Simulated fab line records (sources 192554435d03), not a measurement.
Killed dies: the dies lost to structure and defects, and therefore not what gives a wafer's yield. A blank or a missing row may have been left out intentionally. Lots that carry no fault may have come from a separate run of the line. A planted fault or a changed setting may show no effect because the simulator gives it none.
Problem report, 8D (eight disciplines) form, completed by code -- flow n5-finfet -- the parts of the form that need people (team, actions taken, sign-off) are left out

== 1. PROBLEM STATEMENT ==
barrier-field-endpoint-s at N5_BEOL_M7_CMP_52 reads a mean of 33.7 s on 3 wafers of 2 lots; wafers without a fault read 28.9 s with a standard deviation of 0.9. That is +5.3 standard deviations from the usual mean.
The step: polishes, stops on SiCOH lowk, t overpolish 6.9 s, target thk 80 nm.
The first sign was on wafer L639.4 at day 14 04:02, on cmp-01. The record has a number at this step for 12 wafers belonging to 4 lots. The rule behind "out" and "out of limits": a value lying over 4 standard deviations away from the usual mean. Any other wafer with a number is counted as sound.

== 2. WHAT IT IS AND WHAT IT IS NOT ==
question,is,is not
which readings at this step,barrier-field-endpoint-s,"clearing-platen-down-force-psi, edge-zone-pressure-frac, motor-current-A, pad-life-wafers"
which lots,"L639, L641","L625, L632"
which wafers of those lots,"L639.3, L639.4, L641.4","L639.6, L641.1, L641.5"
read on which tools,cmp-01,cmp-04
when,from day 14 04:02,up to then (7 sound wafers); but 2 sound wafers of L641 came after

== 3. WHAT RULES OUT EACH SUSPECT ==
Counting: a tool at a process step up to the reading stays a suspect if it ran every lot that is out. Sound lots after the first of them don't rule it out here, since some wafers of a struck lot are sound.
- pecvd-03 at N5_BEOL_M7_PECVD_70 (deposits SiO2 from TEOS/O2, target thk 20 nm, time 22.7 s): kept. It processed each lot that is out (first: L639, day 13 22:51); up to then, its last sound lot is L625 (day 10 13:34).
- wet-bench-04 at N5_BEOL_M7_HM_STRIP_39 (strips TiN in peroxide tin strip, target depth 25 nm, time 158 s): kept. It processed each lot that is out (first: L639, day 14 01:21); up to then, its last sound lot is L625 (day 10 18:32).
- cmp-01 at N5_BEOL_M7_CMP_52 (polishes, stops on SiCOH lowk, t overpolish 6.9 s, target thk 80 nm): kept. It processed each lot that is out (first: L639, day 14 04:02); up to then, its last sound lot is L632 (day 12 08:34). Its own readings are out on those wafers: barrier-field-endpoint-s.
After the count, these remain: pecvd-03 at N5_BEOL_M7_PECVD_70, wet-bench-04 at N5_BEOL_M7_HM_STRIP_39 and cmp-01 at N5_BEOL_M7_CMP_52.

== 4. THE CAUSE (what the simulator had put in) ==
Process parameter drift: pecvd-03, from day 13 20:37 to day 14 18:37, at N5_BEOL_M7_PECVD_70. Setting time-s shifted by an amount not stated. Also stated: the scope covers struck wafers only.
Counting left 3 suspects, and this tool is among them.

== 5. SEQUENCE OF EFFECTS, ordered by route ==
Each row: a reading where the mean over the struck wafers with a number is more than 3 standard deviations away from the usual. Readings are gone through only where the record gives a usual standard deviation; hours: the median, over the lots, of the time from a lot's start at the first step in this table giving one to that lot's start at this step; sigmas: the change measured in usual standard deviations.
hours,step,reading,usual,on struck wafers,change,sigmas
0,N5_BEOL_M7_CMP_52,barrier-field-endpoint-s,28.9 s,33.7,+4.8,+5.3
Here are the process steps it includes:
- N5_BEOL_M7_CMP_52: polishes, stops on SiCOH lowk, t overpolish 6.9 s, target thk 80 nm.

== 6. WHAT WOULD HAVE CAUGHT IT SOONER ==
In this record no reading fell out of limits until day 14 04:02, 7 hours after the fault had begun at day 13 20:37.
Tool readings at N5_BEOL_M7_PECVD_70 with a usual standard deviation given in the record: none out on any struck wafer, hence no alarm at a limit of 4 standard deviations on them.
Lots out: 2; all had begun N5_BEOL_M7_PECVD_70 on pecvd-03 by day 14 04:02. None of them would have been spared by holding the tool at that moment.
